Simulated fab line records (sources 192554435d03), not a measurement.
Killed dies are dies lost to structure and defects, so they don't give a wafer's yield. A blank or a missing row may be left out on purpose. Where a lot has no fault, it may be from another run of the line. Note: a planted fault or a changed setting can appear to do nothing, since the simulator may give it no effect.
fab line records	flow n5-finfet
record lots=6	wafers=16	last-day=17
route steps=1938 shown BEOL_M2@857 BEOL_M4@1111 PASSIVATION@1936
lots with no fault: from the same line, run without faults
start-h: hours from the record's first day to the start of the lot's first wafer shown	wait-h: time in hours since the lot's previous step	" repeats the value in the row above	L1.1+2: a single row standing in for several wafers	- no value, or no start was given	* or withheld: withheld	< > ~ a bound
route shown NAME@n: a module of which the file shows steps, and the number in the route of the first	usual: the fault-free wafers' mean and standard deviation	same: alike in all rows	chamber/n: place in a boat	sites: readings site by site	_std_site: the values' standard deviation	_edge_site: the outer-site mean with the inner-site mean subtracted	radius-mm: for every site, how far away it sits from the centre of the wafer	mask NAME#n: copy n	behind: the most recent tool/chamber to have shaped the wafer	hold: why the lot went on hold/how many hours it stayed there/how the hold came to an end	device: the n, p or np transistor that did not switch	end of line: the same wafers' tests at the end of the route	a step without rows: its recipe alone	killed: count of dies lost to structure and defects at first sort (not the wafer's yield)	map: a wafer's dies, x killed, . not, _ none there
set.NAME: setting as actually run; set.NAME@STEP: the setting as run at that earlier step	model.NAME: the simulator's own value behind a step, which no gauge read
lots at selected steps of the route; one table per step, one row per wafer
services: a tool's chamber out of use, with start hour (start-h, from the record's first day; less than 0 if before it), hours out, and reason
## steps
# step N5_BEOL_M2_DESCUM_16
# recipe chemistry=O2	time-s=7	source-power-w=50	bias-power-w=20	pressure-mtorr=20	rf-frequency-hz=2.712e+07	temp-c=40	resist=CAR-EUV	o2-flow-sccm=225
# usual chamber-pressure-mTorr=19.998/0.018	drypump-motor-current-A=5.7/0.4	oes-product-au=0.78/0.086	rf-fwd-power-W=49.37/0.27	rf-vpp-V=243.4/1.5	showerhead-plenum-p-Torr=2.11/0.076	temp-c=40.01/0.1	throttle-valve-pct=20.46/0.27
lot.wafer	tool	chamber	start-h	wait-h	chamber-pressure-mTorr	drypump-motor-current-A	oes-product-au	rf-fwd-power-W	rf-hours-counter-h	rf-vpp-V	showerhead-plenum-p-Torr	temp-c	throttle-valve-pct
L792.2	rie-diel-03	3	156.41	0.0	20.014	6.0	0.86	49.16	59	245.9	2.16	39.92	20.40
L792.5	"	3	"	"	20.022	6.0	0.86	49.16	-	244.5	2.16	39.99	20.40
L792.6	"	2	"	"	19.986	5.6	0.76	49.52	-	244.2	2.13	39.92	20.68
L795.1	rie-diel-02	3	172.86	0.0	19.995	6.4	0.82	49.45	79	242.8	2.11	40.00	20.14
L795.3	"	0	"	"	19.996	5.1	0.71	48.60	219	240.3	1.97	40.00	20.60
L795.6	"	0	"	"	19.971	5.1	0.71	48.89	-	242.5	1.97	39.98	20.60
L805.2	rie-diel-02	0	240.36	0.2	20.024	5.1	0.69	48.79	243	241.2	1.96	40.00	20.63
L805.3	"	1	"	"	20.015	5.9	0.91	49.12	15	244.9	2.20	39.99	20.03
L806.2	rie-diel-01	0	242.51	0.3	20.011	5.8	0.70	49.03	201	245.4	2.16	39.85	20.45
L806.5	"	3	"	"	19.999	5.8	0.68	49.50	-	245.1	2.16	40.00	20.99
L808.1	rie-diel-01	1	256.85	0.0	20.011	6.1	0.72	49.68	213	242.2	2.08	40.12	20.51
L808.3	"	0	"	"	20.007	5.8	0.69	49.08	206	244.8	2.16	39.87	20.47
L808.5	"	1	"	"	20.005	6.1	0.72	49.24	-	245.4	2.08	40.04	20.53
L809.1	rie-diel-02	2	262.49	0.1	19.978	5.3	0.83	49.78	51	244.7	2.21	39.83	20.49
L809.2	"	1	"	"	20.013	5.9	0.89	49.39	22	245.9	2.20	40.06	20.06
L809.5	"	3	"	"	19.994	6.4	0.77	49.31	-	243.3	2.09	40.11	20.22
# step N5_BEOL_M2_ETCH_74
# recipe chemistry=N2/H2	target=underlayer	target-depth-a=65	mask-material=CAR-EUV	time-s=5.2	ion-energy-ev=200	pressure-mtorr=30	source-w=840	bias-w=150	n2-flow-sccm=200	h2-flow-sccm=200	ends=cleared
# step N5_BEOL_M2_ETCH_63
# recipe chemistry=CF4	target=SiARC	target-depth-a=156	mask-material=CAR-EUV	time-s=26	ion-energy-ev=80	pressure-mtorr=40	source-w=545	bias-w=36	Ar_flow_sccm=100	cf4-flow-sccm=100	ends=cleared
# usual chamber-pressure-mTorr=40.00/0.039	drypump-motor-current-A=5.7/0.4	etch-rf-on-time-s=26.2/1.2	oes-product-au=0.67/0.079	rf-fwd-power-W=532.1/2.4	rf-vpp-V=184.2/1.3	showerhead-plenum-p-Torr=2.16/0.082	throttle-valve-pct=15.61/0.26
lot.wafer	tool	chamber	start-h	wait-h	chamber-pressure-mTorr	drypump-motor-current-A	etch-rf-on-time-s	oes-product-au	rf-fwd-power-W	rf-hours-counter-h	rf-vpp-V	showerhead-plenum-p-Torr	throttle-valve-pct
L792.2	rie-diel-03	3	156.46	0.0	40.04	6.0	26.2	0.73	532.1	59	184.8	2.19	15.47
L792.5	"	3	"	"	39.94	6.0	26.4	0.72	533.0	-	184.3	2.19	15.46
L792.6	"	2	"	"	39.97	5.6	27.2	0.65	536.7	-	183.2	2.17	15.76
L795.1	rie-diel-02	3	172.91	0.0	39.92	6.4	25.2	0.72	531.8	79	182.3	2.17	15.42
L795.3	"	0	"	"	40.04	5.1	27.1	0.60	530.3	219	181.3	2.03	15.84
L795.6	"	0	"	"	40.00	5.1	26.7	0.59	529.0	-	182.9	2.03	15.82
L805.2	rie-diel-02	0	240.41	0.0	39.99	5.1	26.9	0.58	529.1	243	182.9	2.02	15.88
L805.3	"	1	"	"	39.98	5.9	26.0	0.79	533.9	15	187.2	2.27	15.37
L806.2	rie-diel-01	0	242.56	0.0	40.04	5.8	28.4	0.57	531.6	201	184.5	2.23	15.89
L806.5	"	3	"	"	39.96	5.8	25.1	0.59	528.0	-	185.0	2.20	16.07
L808.1	rie-diel-01	1	256.90	0.0	40.04	6.1	27.2	0.61	535.7	213	184.7	2.10	15.62
L808.3	"	0	"	"	40.05	5.8	28.1	0.58	531.7	206	185.6	2.23	15.90
L808.5	"	1	"	"	39.99	6.1	27.2	0.61	535.1	-	183.7	2.10	15.63
L809.1	rie-diel-02	2	262.54	0.0	40.04	5.3	24.5	0.74	532.3	51	187.2	2.29	15.69
L809.2	"	1	"	"	39.99	5.9	26.0	0.77	530.7	22	185.0	2.27	15.38
L809.5	"	3	"	"	40.00	6.4	25.2	0.69	531.4	-	185.0	2.16	15.50
# step N5_BEOL_M2_ETCH_64
# recipe chemistry=N2/H2	target=SOC	target-depth-a=750	overetch-a=225	mask-material=SiARC	temp-c=40	time-s=121.9	ion-energy-ev=200	pressure-mtorr=30	source-w=840	bias-w=150	n2-flow-sccm=200	h2-flow-sccm=200
# step N5_BEOL_M2_STRIP_65
# recipe chemistry=N2/H2	temp-c=40	n2-flow-sccm=200	h2-flow-sccm=200	rf-frequency-hz=6e+07
# step N5_BEOL_M2_STRIP_75
# recipe chemistry=N2/H2	temp-c=40	n2-flow-sccm=200	h2-flow-sccm=200	rf-frequency-hz=6e+07
# step N5_BEOL_M2_STRIP_66
# recipe chemistry=CF4	resist=SiARC	power-w=300	bias-power-w=75	pressure-mtorr=50	cf4-flow-sccm=150	rf-frequency-hz=6e+07
# usual chamber-pressure-mTorr=50.00/0.051	drypump-motor-current-A=5.7/0.4	oes-product-au=0.78/0.079	rf-fwd-power-W=292.6/0.82	rf-vpp-V=271.5/1.6	showerhead-plenum-p-Torr=1.81/0.07	throttle-valve-pct=13.58/0.27
lot.wafer	tool	chamber	start-h	wait-h	chamber-pressure-mTorr	drypump-motor-current-A	oes-product-au	rf-fwd-power-W	rf-hours-counter-h	rf-vpp-V	showerhead-plenum-p-Torr	throttle-valve-pct
L792.2	rie-diel-03	3	156.62	0.0	50.02	6.0	0.84	291.4	59	271.7	1.83	13.44
L792.5	"	3	"	"	49.97	6.0	0.83	291.1	-	271.9	1.83	13.44
L792.6	"	2	"	"	50.08	5.6	0.76	292.4	-	270.6	1.82	13.70
L795.1	rie-diel-02	3	173.07	0.0	49.99	6.4	0.82	292.6	79	272.1	1.79	13.29
L795.3	"	0	"	"	49.98	5.0	0.70	291.8	219	269.8	1.71	13.85
L795.6	"	0	"	"	49.99	5.1	0.70	292.3	-	266.0	1.71	13.86
L805.2	rie-diel-02	0	240.57	0.0	50.03	5.0	0.68	291.7	243	269.4	1.70	13.89
L805.3	"	1	"	"	50.04	5.9	0.91	292.4	15	273.5	1.91	13.38
L806.2	rie-diel-01	0	242.72	0.0	50.01	5.8	0.70	291.4	201	271.3	1.88	13.93
L806.5	"	3	"	"	49.92	5.8	0.67	292.4	-	273.1	1.84	14.04
L808.1	rie-diel-01	1	257.06	0.0	49.95	6.1	0.72	294.2	213	271.0	1.75	13.60
L808.3	"	0	"	"	49.99	5.8	0.70	292.0	206	270.8	1.88	13.95
L808.5	"	1	"	"	49.98	6.1	0.71	293.4	-	271.2	1.75	13.60
L809.1	rie-diel-02	2	262.70	0.0	50.02	5.3	0.83	293.3	51	273.6	1.91	13.61
L809.2	"	1	"	"	49.99	5.9	0.90	293.3	22	273.7	1.91	13.39
L809.5	"	3	"	"	50.05	6.4	0.78	292.0	-	270.9	1.78	13.36
# step N5_BEOL_M2_HM_OPEN_17
# recipe chemistry=Cl2/BCl3	target-depth-a=200	overetch-a=60	target=TiN	mask-material=SOC	ion-energy-ev=150	pressure-mtorr=10	icp-w=1000	bias-w=126	Cl2_flow_sccm=53.25	bcl3-flow-sccm=21.75	Ar_flow_sccm=25
# usual chamber-pressure-mTorr=10.000/0.0096	drypump-motor-current-A=5.8/0.34	he-backside-leak-sccm=3.39/0.27	oes-product-au=0.69/0.12	rf-fwd-power-W=990/3.9	throttle-valve-pct=22.08/0.18
lot.wafer	tool	chamber	start-h	wait-h	chamber-pressure-mTorr	drypump-motor-current-A	he-backside-leak-sccm	oes-product-au	rf-fwd-power-W	rf-hours-counter-h	throttle-valve-pct
L792.2	rie-metal-02	1	156.70	0.1	10.009	6.3	3.62	0.82	993	-	22.02
L792.5	"	1	"	"	10.012	6.3	3.49	0.82	991	-	22.00
L792.6	"	1	"	"	9.985	6.3	3.51	0.82	995	-	21.99
L795.1	rie-metal-01	0	173.11	0.0	9.990	6.0	3.33	0.53	990	125	21.76
L795.3	"	0	"	"	10.010	6.0	3.30	0.52	993	-	21.79
L795.6	"	1	"	"	9.991	5.7	3.22	0.74	991	-	22.10
L805.2	rie-metal-03	1	240.61	0.0	10.000	5.7	3.21	0.81	986	4	22.07
L805.3	"	0	"	"	10.019	5.6	3.54	0.56	989	-	22.31
L806.2	rie-metal-03	1	242.76	0.0	10.005	5.8	3.15	0.81	992	4	22.07
L806.5	"	1	"	"	10.002	5.7	3.27	0.81	984	-	22.05
L808.1	rie-metal-03	1	257.10	0.0	9.996	5.7	3.11	0.79	985	5	22.08
L808.3	"	0	"	"	10.009	5.6	3.58	0.56	989	-	22.32
L808.5	"	0	"	"	9.984	5.6	3.38	0.55	986	-	22.32
L809.1	rie-metal-02	1	262.75	0.0	9.995	6.3	3.63	0.74	998	15	22.03
L809.2	"	1	"	"	10.008	6.3	3.58	0.73	989	-	22.03
L809.5	"	1	"	"	10.006	6.3	3.51	0.73	991	-	22.04
# step N5_BEOL_M2_STRIP_19
# recipe chemistry=O2	power-w=400	temp-c=40	pressure-mtorr=30	rf-frequency-hz=6e+07	bias-power-w=0	overash-fraction=0.2	o2-flow-sccm=225
# usual chamber-pressure-mTorr=30.005/0.029	drypump-motor-current-A=5.7/0.44	oes-product-au=0.79/0.088	rf-vpp-V=3.7/0.47	showerhead-plenum-p-Torr=2.11/0.081	temp-c=40.03/0.12	throttle-valve-pct=16.67/0.25
# same overash-fraction=0.2
lot.wafer	tool	chamber	start-h	wait-h	chamber-pressure-mTorr	drypump-motor-current-A	oes-product-au	rf-hours-counter-h	rf-vpp-V	showerhead-plenum-p-Torr	temp-c	throttle-valve-pct
L792.2	rie-diel-02	3	156.87	0.1	29.960	6.4	0.81	73	3.9	2.11	39.91	16.40
L792.5	"	3	"	"	29.968	6.4	0.82	-	3.5	2.11	40.03	16.43
L792.6	"	2	"	"	30.046	5.3	0.89	-	4.1	2.23	39.94	16.57
L795.1	rie-diel-02	0	173.22	0.1	30.005	5.1	0.71	219	3.8	1.97	40.11	16.86
L795.3	"	3	"	"	30.016	6.4	0.81	79	3.6	2.11	40.00	16.44
L795.6	"	3	"	"	29.977	6.4	0.81	-	3.3	2.11	40.10	16.44
L805.2	rie-diel-01	0	240.74	0.1	30.008	5.8	0.69	200	3.6	2.16	39.89	16.79
L805.3	"	3	"	"	30.063	5.8	0.68	225	3.8	2.16	40.19	17.16
L806.2	rie-diel-01	2	242.97	0.2	30.005	5.1	0.84	68	3.2	2.05	39.91	16.52
L806.5	"	1	"	"	29.998	6.1	0.73	-	3.5	2.08	40.21	16.78
L808.1	rie-diel-01	0	257.21	0.1	30.052	5.8	0.68	206	4.2	2.16	39.87	16.79
L808.3	"	2	"	"	30.037	5.1	0.84	74	3.7	2.05	39.99	16.54
L808.5	"	1	"	"	29.982	6.1	0.73	-	3.7	2.08	40.06	16.79
L809.1	rie-diel-01	3	262.96	0.2	30.008	5.7	0.67	234	4.6	2.16	39.85	17.20
L809.2	"	1	"	"	30.038	6.0	0.72	216	3.5	2.08	39.88	16.80
L809.5	"	2	"	"	30.015	5.0	0.83	-	3.1	2.05	40.13	16.54
# step N5_BEOL_M2_CD_MEAS_18
# recipe pitch-nm=36	target-cd-nm=18
# usual cd-nm=18.1/0.48
lot.wafer	tool	chamber	start-h	wait-h	cd-nm
L792.2	cd-sem-01	-	156.94	0.1	17.8
L792.5	"	-	"	"	17.8
L792.6	"	-	"	"	18.6
L795.1	cd-sem-02	-	173.29	0.0	18.4
L795.3	"	-	"	"	18.2
L795.6	"	-	"	"	18.5
L805.2	cd-sem-03	-	240.81	0.1	18.0
L805.3	"	-	"	"	18.6
L806.2	cd-sem-02	-	243.04	0.1	18.1
L806.5	"	-	"	"	17.8
L808.1	cd-sem-03	-	257.28	0.0	17.7
L808.3	"	-	"	"	18.2
L808.5	"	-	"	"	18.2
L809.1	cd-sem-02	-	263.03	0.0	18.6
L809.2	"	-	"	"	18.2
L809.5	"	-	"	"	18.0
# step N5_BEOL_M2_COAT_67
# recipe resist=SOC	temp-c=250	time-s=60	spin-rpm=1500	resist-thk-nm=60
# step N5_BEOL_M2_COAT_68
# recipe resist=SiARC	temp-c=220	time-s=60	spin-rpm=1500	resist-thk-nm=12
# step N5_BEOL_M2_COAT_76
# recipe resist=underlayer	temp-c=205	time-s=60	spin-rpm=1500	resist-thk-nm=5
# usual heater-power-total-W=391.6/1.3	resist-line-temp-C=23.03/0.12	run-length-s=66.35/0.13
lot.wafer	tool	chamber	start-h	wait-h	heater-power-total-W	resist-line-temp-C	run-length-s
L792.2	litho-track-02	0	156.98	-	392.8	22.78	66.28
L792.5	"	0	"	"	391.0	22.92	66.28
L792.6	"	0	"	"	390.0	22.95	66.28
L795.1	litho-track-01	0	173.33	-	391.0	23.00	66.30
L795.3	"	0	"	"	390.7	23.04	66.23
L795.6	"	0	"	"	391.7	22.85	66.21
L805.2	litho-track-02	0	240.85	-	393.7	22.97	66.45
L805.3	"	0	"	"	416.4	22.90	60.13
L806.2	litho-track-02	0	243.08	-	393.6	23.16	66.35
L806.5	"	0	"	"	420.3	23.16	60.09
L808.1	litho-track-04	0	257.32	-	393.5	23.13	66.40
L808.3	"	0	"	"	390.7	22.94	66.63
L808.5	"	0	"	"	390.1	23.06	66.30
L809.1	litho-track-04	0	263.07	-	390.3	23.18	66.26
L809.2	"	0	"	"	391.5	23.01	66.36
L809.5	"	0	"	"	393.8	23.25	66.54
# step N5_BEOL_M2_COAT_22
# recipe resist=CAR-EUV	spin-rpm=1500	resist-thk-nm=30
# step N5_BEOL_M4_RC_MEAS_101
# usual DIBL_N=36.6/2.3	DIBL_P=36.3/2.8	IOFF_N=0.17/0.047	IOFF_P=0.22/0.048	ION_N=676/14	ION_P=463/9.4	SS_N=71.6/0.84	SS_P=73.4/0.85	VT_N=249/3.7	VT_P=-249/3.6
lot.wafer	tool	chamber	start-h	wait-h	DIBL_N[mV/V]	DIBL_P[mV/V]	IOFF_N[nA/um]	IOFF_P[nA/um]	ION_N[uA/um]	ION_P[uA/um]	SS_N[mV/dec]	SS_P[mV/dec]	VT_N[mV]	VT_P[mV]
L792.2	prober-02	0	188.24	0.2	36.8	37.8	0.18	0.22	691	469	71.6	73.3	247	-252
L792.5	"	0	"	"	35.6	36.3	0.16	0.19	692	468	70.5	72.8	248	-251
L792.6	"	0	"	"	40.8	41.1	0.22	0.26	667	453	72.5	74.5	246	-250
L795.1	prober-01	0	205.86	0.0	36.0	35.8	0.17	0.23	681	473	71.3	73.2	248	-245
L795.3	"	0	"	"	33.6	33.3	0.12	0.20	667	469	71.6	72.6	252	-248
L795.6	"	0	"	"	36.0	35.3	0.15	0.23	666	462	72.0	73.6	247	-247
L805.2	prober-02	0	265.77	0.2	38.6	39.8	0.21	0.29	682	469	72.5	73.9	245	-246
L805.3	"	0	"	"	42.0	40.8	0.31	0.32	677	463	74.7	75.0	246	-241
L806.2	prober-01	0	273.75	0.2	35.6	35.7	0.15	0.19	683	470	70.3	72.3	249	-249
L806.5	"	0	"	"	31.4	29.1	0.09	0.12	656	457	70.5	71.5	257	-256
L809.1	prober-02	0	290.97	0.0	33.1	33.5	0.11	0.18	662	462	70.5	73.1	253	-252
L809.2	"	0	"	"	32.9	32.5	0.11	0.16	656	459	71.0	73.2	250	-252
L809.5	"	0	"	"	36.1	36.9	0.16	0.25	682	471	72.2	73.9	249	-249
L808.1	prober-02	0	294.86	0.0	36.3	35.6	0.18	0.20	687	461	71.3	73.9	247	-252
L808.3	"	0	"	"	34.6	34.0	0.16	0.19	687	461	70.3	72.7	246	-251
L808.5	"	0	"	"	33.7	32.8	0.14	0.17	657	450	70.8	73.1	251	-253
# step N5_PASSIVATION_PROBE_49
# usual defect-limited-yield=91.5/1.5	killed_at_M0_to_M3=33/9.9	killed_at_M4_up=14/5.2	killed-at-contacts=11/5.2	killed-at-front-end=38/10	killed-at-other=4/3.5	killed-dies=100/18	killed-open=66/14	killed-short=32/6.9	sort_bin_4_leakage=0.00/0.027	sort_bin_5_function=5.0/1	sort_bin_6_memory=3.1/0.69	sort_bin_8_speed=0.03/0.26	sort-n-pass=1080/18	sort-yield-pct=91.5/1.5
# same gross-dies=1180	killed-at-back-side=0
lot.wafer	tool	chamber	start-h	wait-h	defect-limited-yield[%]	killed_at_M0_to_M3	killed_at_M4_up	killed-at-contacts	killed-at-front-end	killed-at-other	killed-dies	killed-open	killed-short	sort_bin_4_leakage[%]	sort_bin_5_function[%]	sort_bin_6_memory[%]	sort_bin_8_speed[%]	sort-n-pass	sort-yield-pct[%]
L795.6	prober-02	-	324.48	0.3	90.6	38	20	7	38	8	111	66	44	0	5.5	3.7	0	1069	90.6
L808.1	prober-01	-	404.08	0.0	90.2	47	12	8	44	5	116	69	45	0	5.3	4.4	0	1064	90.2
L808.3	prober-01	-	404.18	0.1	91.8	41	12	5	33	6	97	63	33	0	5.1	3.0	0	1083	91.8
L808.5	prober-01	-	404.28	0.2	89.3	33	24	15	46	8	126	89	36	0	6.1	4.1	0	1054	89.3
L805.2	prober-02	-	404.88	0.1	90.6	49	18	0	42	2	111	64	34	0	4.9	3.1	0	1069	90.6
# killed by level:class
L795.6 BEOL_M3:geometric-particle:open=12 GATE_CUT:geometric-particle:short=8 BEOL_M0_SAQP:geometric-particle:short=7 ILD0:geometric-particle:short=6 BEOL_M5:geometric-particle:open=6 FIN_SAQP:geometric-particle:open=5 ILD0:geometric-particle:open=5 MOL_CONTACT_COAG:geometric-particle:open=5
L808.1 FIN_SAQP:geometric-particle:open=14 BEOL_M0_SAQP:geometric-particle:open=11 BEOL_M3:geometric-particle:open=10 BEOL_M0_SAQP:geometric-particle:short=9 STI_FIN_REVEAL:geometric-particle:open=8 BEOL_M2:geometric-particle:open=8 MOL_CONTACT_COAG:geometric-particle:open=7 BEOL_M3:geometric-particle:short=7
L808.3 BEOL_M0_SAQP:geometric-particle:short=9 BEOL_M2:geometric-particle:open=9 BEOL_M0_SAQP:geometric-particle:open=8 BEOL_M3:geometric-particle:open=6 FIN_SAQP:geometric-particle:open=5 STI_FIN_REVEAL:geometric-particle:open=5 DUMMY_GATE:geometric-particle:open=5 MOL_CONTACT_COAG:geometric-particle:open=5
L808.5 FIN_SAQP:geometric-particle:open=12 MOL_CONTACT_COAG:geometric-particle:open=12 BEOL_M0_SAQP:geometric-particle:open=12 BEOL_M3:geometric-particle:open=9 BEOL_M4:geometric-particle:open=8 BEOL_M0_SAQP:geometric-particle:short=7 FIN_SAQP:geometric-particle:short=6 STI_FIN_REVEAL:geometric-particle:open=5
L805.2 BEOL_M2:geometric-particle:open=17 BEOL_M0_SAQP:geometric-particle:short=11 GATE_CUT:geometric-particle:short=10 HKMG_FIN:area-etch=10 BEOL_M0:geometric-particle:open=8 STI_FIN_REVEAL:geometric-particle:open=7 BEOL_M0_SAQP:geometric-particle:open=7 BEOL_M4:geometric-particle:open=5
## services
tool	chamber	start-h	hours	kind
rie-diel-02	3	139.10	12.7	repair
rie-metal-01	-	142.72	0.2	repair
rie-diel-01	0	143.26	26.3	repair
rie-metal-03	-	173.95	1.4	pm
rie-diel-03	1	174.77	-	clean
rie-diel-03	1	174.77	-	consumable-replace:focus-ring
rie-diel-03	1	174.77	17.9	scheduled-down
rie-diel-03	1	174.77	17.9	vent-cycle
rie-diel-02	1	177.05	-	clean
rie-diel-02	1	177.05	-	consumable-replace:focus-ring
rie-diel-02	1	177.05	-	consumable-replace:showerhead
rie-diel-02	1	177.05	17.0	scheduled-down
rie-diel-02	1	177.05	17.0	vent-cycle
rie-diel-03	0	206.91	-	clean
rie-diel-03	0	206.91	-	consumable-replace:focus-ring
rie-diel-03	0	206.91	-	consumable-replace:showerhead
rie-diel-03	0	206.91	19.3	scheduled-down
rie-diel-03	0	206.91	19.3	vent-cycle
rie-metal-02	0	207.50	13.4	repair
rie-diel-01	0	227.96	4.4	repair
rie-metal-03	-	243.62	1.0	repair
rie-diel-02	0	261.01	-	clean
rie-diel-02	0	261.01	-	consumable-replace:focus-ring
rie-diel-02	0	261.01	-	consumable-replace:showerhead
## key
first-sign step=N5_BEOL_M2_COAT_76	reading=run-length-s	direction=down	sigmas=49	usual=*	struck=*
effect step=N5_BEOL_M2_COAT_76	reading=heater-power-total-W	direction=up	sigmas=21	usual=*	struck=*
met-at N5_BEOL_M2_COAT_76
struck-wafers L805.3,L806.5
baseline-loss step=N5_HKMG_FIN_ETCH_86	wafers=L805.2
onset-between 156.98 240.85
fault kind=process-parameter-drift	tool=litho-track-02	chamber=-	onset-h=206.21	steps=N5_BEOL_M2_COAT_76	channel=time-s	offset=*	shape=step	end-h=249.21	scope=struck-wafers-only	acts-in=*	stated=*
# baseline-loss: these wafers lose ten dies or more at that step, a loss of the line's own and not of a fault; the sort's usual values leave them out
